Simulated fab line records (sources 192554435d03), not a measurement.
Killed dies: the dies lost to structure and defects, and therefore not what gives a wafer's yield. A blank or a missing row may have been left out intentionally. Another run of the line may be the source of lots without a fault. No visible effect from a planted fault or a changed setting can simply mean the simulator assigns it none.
fab line records	flow n5_finfet
record: lots: 24	wafers: 72	last_day: 17
route steps=1938 shown ILD0@344 HKMG_FIN@445 GATE_CUT@465
lots with no fault: from the same line, run without faults
start_h: hours from the record's opening day to when the first of the lot's shown wafers began	wait_h: hours from the lot's prior step to this one	" the same as in the row above	L1.1+2: one row covering several wafers at once	- either no value or no given start	* or withheld: withheld	< > ~ a bound
route shown NAME@n: a module of which the file shows steps, and the number in the route of the first	usual: mean/standard deviation taken from wafers without a fault	same: alike in all rows	chamber/n: place in a boat	sites: each site's reading	_std_site: standard deviation across them	_edge_site: mean of outer sites minus mean of inner sites	radius_mm: how far each site lies from the wafer's centre	mask NAME#n: copy n	behind: the last tool/chamber to shape the wafer	hold: cause of the lot's hold/its duration in hours/its outcome	device: the n, p or np transistor that did not switch	end of line: tests of these same wafers at the route's end	for a step that has no rows: nothing shown but its recipe	killed: dies that structure and defects cost at the first sort, which is not the same as the wafer's yield	map: shows each die of a wafer: x if killed, . if not, _ if none is there
set.NAME: setting as actually run; set.NAME@STEP: the setting as run at that earlier step	model.NAME: the simulator's own value behind a step, which no gauge read
route steps across a sampled set of lots; one table per step, one row per wafer
services: the hour from which a tool's chamber was out of use, counted from the record's first day as start_h (under 0 if before that day), plus the number of hours and why
== steps ==
step: N5_ILD0_CMP_12
recipe: stop_on: poly-Si	material: SiNx	t_overpolish_s: 6	post_cmp_clean: alkaline_brush	down_force_psi: 2.5	platen_rpm: 51.8	pad_velocity_m_s: 1.0307	target_thk_nm: 17.67
usual: motor_current_A: 9.0/0.86	overpolish_run_s: 6.002/0.0087	time_to_endpoint_s: 29.9/1.8
same: t_overpolish_s: 6
lot.wafer	tool	chamber	start_h	wait_h	motor_current_A	overpolish_run_s	time_to_endpoint_s
L074.4	cmp-03	2	65.91	1.2	8.8	6.004	29.9
L074.5	"	2	"	"	8.8	6.010	30.6
L074.6	"	3	"	"	9.4	6.011	28.2
L075.1	cmp-04	0	72.81	1.2	11.7	6.004	30.7
L075.3	"	2	"	"	8.8	5.986	28.8
L075.6	"	3	"	"	8.2	5.998	28.6
L076.3	cmp-04	0	78.36	1.1	11.1	5.994	28.8
L076.1	"	2	"	"	9.1	6.001	28.3
L076.5	"	1	"	"	9.9	5.998	30.8
L077.1	cmp-03	3	86.60	1.2	9.4	6.001	30.4
L077.2	"	0	"	"	9.5	6.010	30.8
L077.5	"	2	"	"	9.3	6.004	30.1
L078.1	cmp-04	2	88.02	1.1	9.1	6.000	28.9
L078.3	"	3	"	"	8.4	5.994	27.9
L078.5	"	2	"	"	9.0	6.000	28.9
L079.4	cmp-01	0	94.64	1.3	8.9	6.009	31.0
L079.2	"	2	"	"	8.2	5.989	30.2
L079.5	"	3	"	"	9.1	6.011	29.0
L080.1	cmp-03	2	99.97	1.2	9.6	6.009	30.4
L080.4	"	3	"	"	9.7	5.980	29.3
L080.6	"	2	"	"	8.9	5.992	30.5
L081.4	cmp-04	2	108.07	1.2	9.1	6.005	29.4
L081.3	"	3	"	"	8.0	6.000	28.6
L081.5	"	2	"	"	9.4	6.003	25.9
L082.3	cmp-01	1	115.28	1.2	8.9	6.005	28.4
L082.2	"	3	"	"	9.0	6.015	28.0
L082.6	"	1	"	"	8.1	5.999	28.3
L083.3	cmp-01	0	123.19	1.1	8.9	6.005	32.5
L083.4	"	1	"	"	9.2	6.014	32.6
L083.5	"	0	"	"	8.5	5.992	32.2
L084.4	cmp-03	1	125.62	1.3	9.3	6.003	33.2
L084.6	"	2	"	"	8.8	6.004	28.9
L084.5	"	3	"	"	9.8	6.016	30.4
L085.2	cmp-01	1	130.68	1.2	9.1	5.994	27.6
L085.4	"	2	"	"	9.1	6.011	29.6
L085.5	"	0	"	"	8.0	6.008	29.2
L086.1	cmp-01	1	135.39	1.2	8.7	6.000	30.1
L086.2	"	3	"	"	8.8	5.999	29.9
L086.6	"	1	"	"	8.8	6.011	33.7
L087.3	cmp-01	0	142.46	1.1	9.0	5.991	29.4
L087.2	"	1	"	"	8.8	5.992	32.9
L087.1	"	2	"	"	8.3	6.015	30.3
L088.4	cmp-04	2	153.05	1.1	8.8	6.006	29.1
L088.1	"	1	"	"	9.2	5.997	33.4
L088.5	"	3	"	"	7.9	6.017	32.4
L089.3	cmp-01	2	156.49	1.1	8.0	6.018	26.6
L089.1	"	0	"	"	8.5	5.999	29.3
L089.6	"	2	"	"	8.6	6.011	30.4
L090.3	cmp-01	0	159.26	1.1	8.4	6.003	26.7
L090.4	"	1	"	"	8.8	5.990	29.2
L090.6	"	0	"	"	8.7	5.999	27.7
L091.2	cmp-04	2	167.64	1.2	8.8	6.020	29.5
L091.1	"	3	"	"	8.3	5.993	30.7
L091.6	"	1	"	"	9.5	5.988	32.4
L092.3	cmp-04	1	174.84	1.1	9.3	5.985	29.8
L092.1	"	3	"	"	8.6	5.980	29.6
L092.2	"	0	"	"	10.9	6.013	28.0
L093.3	cmp-04	1	179.74	1.2	9.1	6.005	31.6
L093.4	"	2	"	"	8.9	6.001	31.4
L093.6	"	0	"	"	12.0	5.997	32.5
L094.4	cmp-01	1	187.04	1.2	8.6	6.007	28.4
L094.1	"	2	"	"	8.6	5.997	28.4
L094.6	"	0	"	"	8.9	5.998	27.0
L095.1	cmp-01	3	196.74	1.1	8.6	6.013	29.3
L095.4	"	1	"	"	8.5	5.999	30.5
L095.5	"	3	"	"	8.9	5.999	30.6
L097.2	cmp-01	0	203.84	1.1	9.0	6.007	32.2
L097.3	"	3	"	"	8.7	6.004	30.6
L097.6	"	1	"	"	8.2	6.002	32.4
L096.4	cmp-01	0	204.40	1.1	8.3	6.006	31.4
L096.3	"	3	"	"	9.1	6.007	28.2
L096.6	"	0	"	"	8.9	5.992	28.3
step: N5_HKMG_FIN_STRIP_89
recipe: chemistry: N2/H2	material: SOC	time_s: 20	power_w: 500	temp_c: 40	pressure_mtorr: 50	rf_frequency_hz: 6e+07	bias_power_w: 8	h2_frac: 0.5	n2_flow_sccm: 300	h2_flow_sccm: 300
usual: drypump_motor_current_A: 5.9/0.35	oes_product_au: 0.78/0.08	rf_vpp_V: 54.3/0.85	showerhead_plenum_p_Torr: 3.41/0.093	throttle_valve_pct: 19.1/0.4
lot.wafer	tool	chamber	start_h	wait_h	drypump_motor_current_A	oes_product_au	rf_hours_counter_h	rf_vpp_V	showerhead_plenum_p_Torr	throttle_valve_pct
L074.4	rie_diel-04	2	77.21	0.0	6.1	0.77	132	53.9	3.38	19.8
L074.5	"	3	"	"	6.3	0.80	-	55.0	3.37	19.1
L074.6	"	2	"	"	6.1	0.78	-	53.7	3.38	19.8
L075.1	rie_diel-04	2	84.56	0.0	6.1	0.77	135	54.8	3.38	19.8
L075.3	"	1	"	"	6.5	0.71	211	53.3	3.47	19.0
L075.6	"	1	"	"	6.5	0.70	-	54.8	3.46	19.0
L076.1	rie_diel-04	0	90.72	0.0	6.3	0.73	195	55.4	3.48	19.1
L076.3	"	3	"	"	6.3	0.79	145	53.6	3.36	19.1
L076.5	"	2	"	"	6.1	0.78	-	53.0	3.38	19.8
L077.1	rie_diel-05	3	98.60	0.0	5.9	0.91	25	53.8	3.27	18.7
L077.2	"	1	"	"	5.5	0.72	159	53.3	3.50	19.1
L077.5	"	3	"	"	5.9	0.91	-	53.9	3.27	18.7
L078.1	rie_diel-03	0	101.11	0.0	5.7	0.69	212	54.4	3.46	19.3
L078.3	"	1	"	"	5.4	0.77	139	54.1	3.23	18.7
L078.5	"	1	"	"	5.4	0.77	-	54.7	3.23	18.7
L079.2	rie_diel-05	3	106.44	0.0	5.8	0.90	28	53.9	3.27	18.7
L079.4	"	2	"	"	5.5	0.89	27	55.2	3.41	18.8
L079.5	"	3	"	"	5.8	0.90	-	53.7	3.27	18.7
L080.1	rie_diel-05	3	111.95	0.0	5.8	0.89	30	54.5	3.27	18.7
L080.4	"	0	"	"	5.7	0.92	17	55.1	3.56	18.4
L080.6	"	2	"	"	5.5	0.89	-	54.5	3.41	18.8
L081.3	rie_diel-03	3	120.32	0.0	5.6	0.74	160	54.6	3.35	19.2
L081.4	"	1	"	"	5.4	0.77	-	54.5	3.23	18.7
L081.5	"	2	"	"	5.8	0.91	-	53.7	3.56	18.5
L082.2	rie_diel-04	1	126.75	0.0	6.4	0.70	227	54.8	3.46	19.0
L082.3	"	0	"	"	6.3	0.73	210	54.5	3.47	19.1
L082.6	"	0	"	"	6.3	0.72	-	55.2	3.47	19.1
L083.3	rie_diel-04	2	134.79	0.0	6.1	0.76	147	54.3	3.37	19.8
L083.4	"	0	"	"	6.3	0.71	212	52.9	3.47	19.1
L083.5	"	2	"	"	6.1	0.76	-	55.9	3.37	19.8
L084.4	rie_diel-04	2	136.71	0.0	6.1	0.76	148	54.7	3.37	19.8
L084.5	"	1	"	"	6.5	0.70	-	54.5	3.45	19.0
L084.6	"	2	"	"	6.1	0.76	-	53.8	3.37	19.8
L085.2	rie_diel-04	3	142.25	0.0	6.2	0.76	164	53.4	3.35	19.2
L085.4	"	0	"	"	6.3	0.71	215	54.3	3.47	19.1
L085.5	"	2	"	"	6.1	0.76	-	54.6	3.37	19.8
L086.1	rie_diel-04	0	147.00	0.0	6.3	0.72	217	52.5	3.47	19.1
L086.2	"	2	"	"	6.1	0.75	152	52.8	3.37	19.8
L086.6	"	1	"	"	6.5	0.69	-	56.8	3.45	19.0
L087.1	rie_diel-05	2	154.79	0.0	5.5	0.86	44	54.9	3.41	18.9
L087.2	"	1	"	"	5.5	0.71	177	56.0	3.49	19.2
L087.3	"	3	"	"	5.9	0.87	45	52.8	3.26	18.7
L088.1	rie_diel-03	1	164.43	0.0	5.4	0.75	160	55.3	3.22	18.7
L088.4	"	2	"	"	5.8	0.89	44	53.5	3.55	18.5
L088.5	"	2	"	"	5.8	0.89	-	55.0	3.55	18.5
L089.1	rie_diel-04	0	168.78	0.0	6.3	0.71	224	54.4	3.46	19.2
L089.3	"	2	"	"	6.1	0.75	159	54.3	3.37	19.8
L089.6	"	3	"	"	6.2	0.76	-	54.6	3.35	19.2
L090.3	rie_diel-05	1	170.94	0.0	5.5	0.70	183	54.4	3.49	19.2
L090.4	"	2	"	"	5.5	0.85	49	54.3	3.40	18.9
L090.6	"	0	"	"	5.7	0.86	-	54.3	3.55	18.4
L091.1	rie_diel-03	2	179.33	0.0	5.8	0.88	49	55.5	3.55	18.5
L091.2	"	1	"	"	5.4	0.76	165	53.8	3.22	18.7
L091.6	"	3	"	"	5.5	0.72	-	52.9	3.34	19.2
L092.1	rie_diel-04	2	186.21	0.0	6.1	0.75	164	53.7	3.36	19.8
L092.2	"	1	"	"	6.5	0.68	246	54.7	3.45	19.1
L092.3	"	3	"	"	6.3	0.75	180	55.0	3.35	19.2
L093.3	rie_diel-03	2	191.16	0.0	5.8	0.88	52	54.2	3.54	18.5
L093.4	"	0	"	"	5.7	0.67	236	53.2	3.44	19.3
L093.6	"	2	"	"	5.8	0.88	-	53.5	3.54	18.5
L094.1	rie_diel-05	0	198.94	0.0	5.6	0.86	45	54.6	3.54	18.5
L094.4	"	1	"	"	5.5	0.69	192	53.5	3.48	19.2
L094.6	"	3	"	"	5.8	0.84	-	54.0	3.26	18.7
L095.1	rie_diel-04	3	207.79	0.0	6.2	0.74	188	54.2	3.34	19.2
L095.4	"	2	"	"	6.1	0.74	-	54.3	3.36	19.9
L095.5	"	0	"	"	6.3	0.70	-	55.1	3.45	19.2
L097.2	rie_diel-03	2	215.24	0.0	5.8	0.87	60	54.5	3.54	18.5
L097.3	"	1	"	"	5.4	0.74	178	53.6	3.21	18.8
L097.6	"	1	"	"	5.4	0.74	-	52.7	3.21	18.7
L096.3	rie_diel-04	1	216.58	0.0	6.5	1.02	1	52.4	3.44	18.7
L096.4	"	2	"	"	6.1	0.74	178	54.9	3.36	19.9
L096.6	"	2	"	"	6.1	0.74	-	52.6	3.36	19.9
step: N5_HKMG_FIN_ALD_71
recipe: material: TiN	target_thk_a: 10	temp_c: 400	ald_precursor_family: TiCl4	ald_co_reactant: NH3	pulse_time_s: 1	purge_time_s: 3	co_reactant_purge_time_s: 2	co_reactant_pulse_time_s: 2	ald_cycles: 47	pressure_torr: 3
usual: heater_power_w: 872/49	precursor_pulse_height_rel: 0.997/0.019
same: purge_time_s: 3
lot.wafer	tool	chamber	start_h	wait_h	heater_power_w	precursor_pulse_height_rel
L074.4	ald_metal-03	0	77.89	0.0	918	0.966
L074.5	"	0	"	"	901	0.975
L074.6	"	3	"	"	808	0.999
L075.1	ald_metal-01	3	85.24	0.0	848	1.008
L075.3	"	0	"	"	908	0.999
L075.6	"	2	"	"	880	1.007
L076.1	ald_metal-03	2	91.45	0.0	813	1.013
L076.3	"	0	"	"	896	0.992
L076.5	"	3	"	"	804	1.002
L077.1	ald_metal-01	3	99.28	0.0	829	0.971
L077.2	"	2	"	"	886	0.971
L077.5	"	3	"	"	885	0.990
L078.1	ald_metal-02	2	101.78	0.0	850	1.006
L078.3	"	0	"	"	998	1.016
L078.5	"	0	"	"	1004	1.002
L079.2	ald_metal-01	0	107.19	0.0	927	1.003
L079.4	"	3	"	"	867	1.010
L079.5	"	0	"	"	905	1.013
L080.1	ald_metal-03	2	112.63	0.0	810	1.038
L080.4	"	3	"	"	803	0.970
L080.6	"	2	"	"	811	0.996
L081.3	ald_metal-03	3	121.06	0.0	826	0.996
L081.4	"	1	"	"	919	0.997
L081.5	"	1	"	"	910	1.002
L082.2	ald_metal-03	3	127.42	0.0	806	1.017
L082.3	"	2	"	"	804	0.989
L082.6	"	2	"	"	819	1.018
L083.3	ald_metal-01	3	135.47	0.0	865	0.980
L083.4	"	2	"	"	861	1.004
L083.5	"	2	"	"	895	0.996
L084.4	ald_metal-03	0	137.38	0.0	879	1.006
L084.5	"	2	"	"	818	0.992
L084.6	"	1	"	"	917	1.034
L085.2	ald_metal-02	3	142.92	0.0	862	0.999
L085.4	"	2	"	"	858	1.027
L085.5	"	3	"	"	866	0.997
L086.1	ald_metal-03	3	147.68	0.0	822	1.024
L086.2	"	0	"	"	904	1.002
L086.6	"	0	"	"	905	1.047
L087.1	ald_metal-03	1	155.46	0.0	928	0.998
L087.2	"	2	"	"	816	0.997
L087.3	"	3	"	"	827	0.952
L088.1	ald_metal-02	3	165.10	0.0	863	0.998
L088.4	"	1	"	"	864	0.997
L088.5	"	2	"	"	873	0.966
L089.1	ald_metal-03	2	169.46	0.0	819	0.996
L089.3	"	0	"	"	885	0.990
L089.6	"	2	"	"	782	0.996
L090.3	ald_metal-01	1	171.62	0.0	827	0.982
L090.4	"	2	"	"	873	1.005
L090.6	"	0	"	"	925	1.007
L091.1	ald_metal-01	3	180.00	0.0	837	0.985
L091.2	"	2	"	"	874	1.006
L091.6	"	1	"	"	867	0.991
L092.1	ald_metal-03	1	186.88	0.0	900	0.986
L092.2	"	0	"	"	886	1.003
L092.3	"	3	"	"	798	0.994
L093.3	ald_metal-02	3	191.83	0.0	855	0.989
L093.4	"	1	"	"	864	0.979
L093.6	"	3	"	"	879	0.997
L094.1	ald_metal-01	0	199.61	0.0	929	0.969
L094.4	"	1	"	"	868	1.063
L094.6	"	2	"	"	878	1.016
L095.1	ald_metal-02	3	208.46	0.0	842	0.972
L095.4	"	0	"	"	990	0.978
L095.5	"	1	"	"	850	0.970
L097.2	ald_metal-03	2	215.91	0.0	790	1.016
L097.3	"	3	"	"	825	1.020
L097.6	"	1	"	"	933	1.014
L096.3	ald_metal-01	2	217.25	0.0	879	0.993
L096.4	"	3	"	"	839	1.041
L096.6	"	2	"	"	867	0.981
step: N5_HKMG_FIN_ALD_72
recipe: material: W	target_thk_a: 20	temp_c: 300	pressure_torr: 7.5	ald_precursor_family: WF6	ald_co_reactant: B2H6	pulse_time_s: 1	purge_time_s: 2	co_reactant_purge_time_s: 2	co_reactant_pulse_time_s: 3	ald_cycles: 7
usual: heater_power_w: 470/24	precursor_pulse_height_rel: 1.000/0.02
same: purge_time_s: 2
lot.wafer	tool	chamber	start_h	wait_h	heater_power_w	precursor_pulse_height_rel
L074.4	cvd_w-02	1	79.52	0.2	480	0.981
L074.5	"	0	"	"	475	1.014
L074.6	"	1	"	"	475	1.038
L075.1	cvd_w-01	0	86.75	0.2	483	1.002
L075.3	"	0	"	"	487	1.036
L075.6	"	1	"	"	423	1.020
L076.1	cvd_w-02	1	92.94	0.2	470	0.974
L076.3	"	0	"	"	475	0.986
L076.5	"	0	"	"	464	0.994
L077.1	cvd_w-02	0	101.10	0.2	466	1.043
L077.2	"	1	"	"	487	1.009
L077.5	"	1	"	"	487	1.014
L078.1	cvd_w-02	0	103.23	0.2	485	0.972
L078.3	"	0	"	"	465	0.986
L078.5	"	0	"	"	480	0.992
L079.2	cvd_w-02	0	108.80	0.2	483	1.042
L079.4	"	0	"	"	476	0.999
L079.5	"	0	"	"	463	0.987
L080.1	cvd_w-01	1	114.07	0.2	425	0.997
L080.4	"	0	"	"	492	0.986
L080.6	"	1	"	"	430	0.964
L081.3	cvd_w-01	1	122.52	0.2	421	0.978
L081.4	"	0	"	"	477	0.995
L081.5	"	0	"	"	475	1.038
L082.2	cvd_w-02	1	128.87	0.2	481	1.001
L082.3	"	0	"	"	479	0.991
L082.6	"	1	"	"	486	1.007
L083.3	cvd_w-01	0	136.94	0.2	479	1.009
L083.4	"	1	"	"	428	0.985
L083.5	"	0	"	"	486	0.992
L084.4	cvd_w-02	1	139.16	0.2	485	0.977
L084.5	"	1	"	"	484	1.039
L084.6	"	0	"	"	471	0.994
L085.2	cvd_w-02	1	144.64	0.2	487	0.972
L085.4	"	0	"	"	476	1.000
L085.5	"	1	"	"	482	0.987
L086.1	cvd_w-01	0	149.21	0.2	497	0.998
L086.2	"	1	"	"	416	0.997
L086.6	"	1	"	"	422	1.011
L087.1	cvd_w-01	1	157.03	0.2	432	0.999
L087.2	"	0	"	"	489	0.959
L087.3	"	0	"	"	509	1.006
L088.1	cvd_w-02	1	166.54	0.2	471	1.012
L088.4	"	0	"	"	473	1.021
L088.5	"	1	"	"	490	0.999
L089.1	cvd_w-02	1	171.13	0.2	490	1.017
L089.3	"	1	"	"	496	1.001
L089.6	"	0	"	"	468	0.985
L090.3	cvd_w-02	0	173.14	0.2	477	0.993
L090.4	"	1	"	"	490	1.012
L090.6	"	1	"	"	487	0.978
L091.1	cvd_w-02	1	181.57	0.2	474	0.958
L091.2	"	0	"	"	477	1.007
L091.6	"	1	"	"	488	0.984
L092.1	cvd_w-01	0	188.44	0.2	499	1.011
L092.2	"	1	"	"	431	1.013
L092.3	"	1	"	"	426	0.994
L093.3	cvd_w-01	1	193.30	0.2	425	0.985
L093.4	"	0	"	"	491	0.977
L093.6	"	1	"	"	422	0.952
L094.1	cvd_w-02	1	201.18	0.2	483	0.999
L094.4	"	0	"	"	468	0.937
L094.6	"	0	"	"	480	0.989
L095.1	cvd_w-01	1	209.90	0.2	426	1.018
L095.4	"	1	"	"	434	0.988
L095.5	"	0	"	"	507	0.960
L097.2	cvd_w-02	1	217.35	0.2	490	1.011
L097.3	"	1	"	"	502	0.991
L097.6	"	0	"	"	480	0.998
L096.3	cvd_w-01	0	218.87	0.2	493	0.998
L096.4	"	1	"	"	425	1.024
L096.6	"	0	"	"	502	0.993
step: N5_HKMG_FIN_CMP_23
recipe: stop_on: SiNx	t_overpolish_s: 10	post_cmp_clean: rinse_only	down_force_psi: 4	platen_rpm: 50.289	pad_velocity_m_s: 1.0006	target_thk_nm: 46.326
usual: motor_current_A: 12.3/1.2	overpolish_run_s: 10.000/0.0094	time_to_endpoint_s: 12.7/2
same: t_overpolish_s: 10
lot.wafer	tool	chamber	start_h	wait_h	motor_current_A	overpolish_run_s	time_to_endpoint_s
L074.4	cmp-03	0	79.83	0.2	12.5	10.023	13.3
L074.6	"	2	"	"	12.5	9.998	14.9
L074.5	"	3	"	"	13.1	10.011	13.0
L075.1	cmp-03	3	86.92	0.0	13.1	10.002	14.5
L075.3	"	2	"	"	12.1	10.008	16.3
L075.6	"	3	"	"	13.0	9.983	13.2
L076.1	cmp-04	3	93.19	0.1	10.5	9.997	12.7
L076.3	"	1	"	"	12.4	9.992	15.0
L076.5	"	3	"	"	10.8	10.013	13.1
L077.2	cmp-03	1	101.47	0.2	12.1	9.990	15.5
L077.1	"	2	"	"	11.7	9.984	15.6
L077.5	"	0	"	"	12.7	10.000	14.7
L078.3	cmp-02	2	103.48	0.1	12.0	10.003	12.2
L078.1	"	0	"	"	10.2	9.999	11.7
L078.5	"	1	"	"	12.3	9.990	12.1
L079.2	cmp-02	1	108.97	0.0	13.2	9.986	13.5
L079.4	"	0	"	"	10.1	9.984	11.7
L079.5	"	2	"	"	11.8	10.004	10.1
L080.4	cmp-03	1	114.40	0.2	12.0	9.992	15.4
L080.1	"	2	"	"	11.9	10.003	16.1
L080.6	"	0	"	"	12.1	9.991	15.4
L081.3	cmp-03	3	122.67	0.0	12.8	10.008	12.6
L081.4	"	2	"	"	11.6	9.999	14.1
L081.5	"	0	"	"	12.1	9.996	12.6
L082.3	cmp-03	3	129.12	0.1	13.5	10.002	14.4
L082.2	"	1	"	"	12.5	10.008	15.3
L082.6	"	3	"	"	13.2	9.998	12.6
L083.3	cmp-04	2	137.17	0.1	12.1	9.997	12.1
L083.4	"	0	"	"	15.8	10.004	11.6
L083.5	"	1	"	"	12.7	9.990	12.7
L084.4	cmp-03	0	139.38	0.1	12.2	10.005	14.2
L084.5	"	3	"	"	13.1	9.992	12.7
L084.6	"	0	"	"	12.3	9.999	14.4
L085.4	cmp-04	0	144.89	0.1	15.1	10.013	13.2
L085.2	"	1	"	"	12.4	9.996	15.0
L085.5	"	0	"	"	15.4	9.999	11.0
L086.1	cmp-02	0	149.39	0.0	9.5	9.993	12.8
L086.2	"	1	"	"	13.1	9.997	11.5
L086.6	"	1	"	"	13.0	10.004	11.6
L087.2	cmp-04	3	157.20	0.0	10.6	9.990	13.8
L087.1	"	0	"	"	15.3	10.002	11.8
L087.3	"	1	"	"	12.2	10.006	11.5
L088.4	cmp-03	0	166.79	0.1	12.7	9.982	11.4
L088.1	"	1	"	"	12.1	9.998	10.3
L088.5	"	3	"	"	14.0	10.012	10.4
L089.1	cmp-02	3	171.31	0.0	12.4	10.023	14.9
L089.3	"	0	"	"	10.6	10.009	15.7
L089.6	"	0	"	"	9.6	10.001	13.9
L090.3	cmp-04	1	173.29	0.0	12.8	9.992	14.2
L090.4	"	2	"	"	11.9	9.996	12.4
L090.6	"	1	"	"	13.2	9.991	13.5
L091.2	cmp-03	2	181.82	0.1	12.4	10.005	10.7
L091.1	"	3	"	"	12.8	9.997	10.1
L091.6	"	1	"	"	12.5	10.015	10.3
L092.2	cmp-02	3	188.61	0.0	11.9	10.000	9.9
L092.1	"	0	"	"	10.2	9.981	10.1
L092.3	"	2	"	"	11.4	10.008	9.9
L093.4	cmp-04	3	193.44	0.0	10.5	9.997	13.2
L093.3	"	0	"	"	14.9	9.988	14.0
L093.6	"	0	"	"	14.7	10.003	12.7
L094.1	cmp-02	1	201.37	0.0	12.7	10.011	9.8
L094.4	"	3	"	"	12.6	9.989	12.7
L094.6	"	2	"	"	12.2	9.990	9.8
L095.4	cmp-03	1	210.24	0.2	12.7	9.990	16.6
L095.1	"	2	"	"	12.1	9.997	13.9
L095.5	"	0	"	"	12.1	10.004	15.0
L097.2	cmp-04	0	217.52	0.0	14.6	9.987	9.3
L097.3	"	2	"	"	11.9	10.008	8.9
L097.6	"	0	"	"	15.3	9.992	9.6
L096.3	cmp-02	1	219.02	0.0	12.1	10.004	13.9
L096.4	"	0	"	"	10.2	9.998	15.3
L096.6	"	2	"	"	11.3	9.987	15.0
step: N5_GATE_CUT_ETCHBACK_00
recipe: chemistry: SF6/Cl2	target: W	pressure_mtorr: 8	icp_w: 900	bias_w: 80	SF6_flow_sccm: 40	Cl2_flow_sccm: 60
usual: drypump_motor_current_A: 5.6/0.45	oes_product_au: 0.74/0.09	throttle_valve_pct: 27.45/0.12
lot.wafer	tool	chamber	start_h	wait_h	drypump_motor_current_A	oes_product_au	rf_hours_counter_h	throttle_valve_pct
L074.4	rie_metal-03	1	80.46	0.1	5.2	0.72	-	27.31
L074.5	"	1	"	"	5.2	0.72	-	27.29
L074.6	"	0	"	"	5.8	0.76	-	27.58
L075.1	rie_metal-01	1	87.67	0.0	5.2	0.66	95	27.33
L075.3	"	1	"	"	5.2	0.66	-	27.36
L075.6	"	0	"	"	6.1	0.80	-	27.47
L076.1	rie_metal-03	1	93.86	0.0	5.1	0.71	71	27.31
L076.3	"	1	"	"	5.1	0.71	-	27.30
L076.5	"	0	"	"	5.8	0.75	-	27.61
L077.1	rie_metal-02	1	102.06	0.0	5.3	0.83	30	27.43
L077.2	"	0	"	"	6.3	0.58	145	27.64
L077.5	"	1	"	"	5.2	0.83	-	27.43
L078.1	rie_metal-02	1	104.14	0.0	5.2	0.82	30	27.42
L078.3	"	0	"	"	6.3	0.57	-	27.65
L078.5	"	1	"	"	5.2	0.81	-	27.41
L079.2	rie_metal-01	1	109.72	0.0	5.2	0.67	97	27.35
L079.4	"	0	"	"	6.0	0.78	-	27.46
L079.5	"	1	"	"	5.2	0.67	-	27.33
L080.1	rie_metal-01	1	114.99	0.0	5.2	0.66	98	27.37
L080.4	"	1	"	"	5.2	0.66	-	27.34
L080.6	"	1	"	"	5.2	0.66	-	27.35
L081.3	rie_metal-03	0	123.46	0.1	5.8	0.74	-	27.59
L081.4	"	1	"	"	5.2	0.69	-	27.29
L081.5	"	0	"	"	5.8	0.74	-	27.60
L082.2	rie_metal-02	1	129.79	0.0	5.3	0.81	33	27.43
L082.3	"	1	"	"	5.3	0.81	-	27.45
L082.6	"	0	"	"	6.3	0.58	-	27.64
L083.3	rie_metal-02	1	137.88	0.1	5.2	0.82	-	27.43
L083.4	"	0	"	"	6.3	0.58	-	27.65
L083.5	"	1	"	"	5.2	0.81	-	27.42
L084.4	rie_metal-02	0	140.09	0.1	6.3	0.57	-	27.64
L084.5	"	1	"	"	5.2	0.81	-	27.43
L084.6	"	0	"	"	6.3	0.57	-	27.64
L085.2	rie_metal-01	1	145.56	0.0	5.2	0.66	100	27.36
L085.4	"	1	"	"	5.2	0.66	-	27.35
L085.5	"	1	"	"	5.2	0.65	-	27.36
L086.1	rie_metal-01	0	150.14	0.0	6.0	0.77	52	27.49
L086.2	"	1	"	"	5.2	0.65	101	27.35
L086.6	"	1	"	"	5.2	0.65	-	27.35
L087.1	rie_metal-03	1	157.95	0.0	5.2	0.70	76	27.33
L087.2	"	0	"	"	5.8	0.74	62	27.61
L087.3	"	1	"	"	5.2	0.70	-	27.31
L088.1	rie_metal-02	1	167.46	0.0	5.2	0.79	38	27.43
L088.4	"	1	"	"	5.2	0.80	-	27.42
L088.5	"	1	"	"	5.2	0.80	-	27.43
L089.1	rie_metal-01	0	172.05	0.0	6.0	0.77	53	27.48
L089.3	"	1	"	"	5.2	0.65	-	27.36
L089.6	"	1	"	"	5.1	0.66	-	27.38
L090.3	rie_metal-02	1	174.11	0.1	5.2	0.80	-	27.44
L090.4	"	1	"	"	5.3	0.79	-	27.43
L090.6	"	1	"	"	5.3	0.81	-	27.43
L091.1	rie_metal-02	1	182.48	0.0	5.2	0.79	40	27.43
L091.2	"	1	"	"	5.3	0.80	-	27.44
L091.6	"	1	"	"	5.2	0.80	-	27.44
L092.1	rie_metal-02	1	189.36	0.0	5.2	0.78	41	27.44
L092.2	"	0	"	"	6.3	1.02	0	27.17
L092.3	"	1	"	"	5.2	0.79	-	27.44
L093.3	rie_metal-01	0	194.24	0.1	6.0	0.76	-	27.49
L093.4	"	1	"	"	5.2	0.65	-	27.37
L093.6	"	1	"	"	5.2	0.65	-	27.36
L094.1	rie_metal-01	0	202.11	0.0	6.0	0.76	57	27.50
L094.4	"	0	"	"	6.0	0.76	-	27.50
L094.6	"	0	"	"	6.0	0.76	-	27.49
L095.1	rie_metal-03	0	210.82	0.0	5.8	0.72	67	27.63
L095.4	"	1	"	"	5.2	0.69	-	27.32
L095.5	"	1	"	"	5.2	0.68	-	27.33
L097.2	rie_metal-03	1	218.27	0.0	5.2	0.69	82	27.32
L097.3	"	0	"	"	5.8	0.72	-	27.63
L097.6	"	0	"	"	5.8	0.72	-	27.62
L096.3	rie_metal-02	0	219.80	0.1	6.3	0.96	-	27.18
L096.4	"	1	"	"	5.2	0.79	-	27.45
L096.6	"	0	"	"	6.3	0.97	-	27.18
== services ==
tool	chamber	start_h	hours	kind
cmp-01	-	52.47	0.9	repair
cmp-01	-	55.75	1.0	repair
ald_metal-03	-	59.51	8.7	pm
cmp-03	-	59.58	2.0	repair
rie_diel-04	2	65.79	6.7	repair
cmp-04	-	83.04	4.6	repair
ald_metal-03	1	87.52	14.0	repair
cmp-01	-	101.93	0.7	repair
cmp-03	-	103.29	3.8	repair
cvd_w-01	-	105.73	7.9	repair
cmp-03	-	107.12	5.7	pm
rie_metal-02	-	107.43	2.8	pm
rie_diel-04	2	116.92	6.0	repair
cvd_w-02	-	118.33	1.0	repair
cmp-04	-	123.60	3.2	repair
cmp-03	-	123.72	1.0	repair
cvd_w-02	1	125.09	3.7	repair
cmp-03	-	143.32	18.2	repair
cmp-04	-	148.38	1.8	repair
cvd_w-02	-	153.89	0.7	repair
cmp-03	-	171.73	4.0	pm
cmp-04	-	202.11	4.0	pm
cmp-03	-	204.25	0.4	repair
cmp-04	-	207.42	3.5	pm
== key ==
fault none
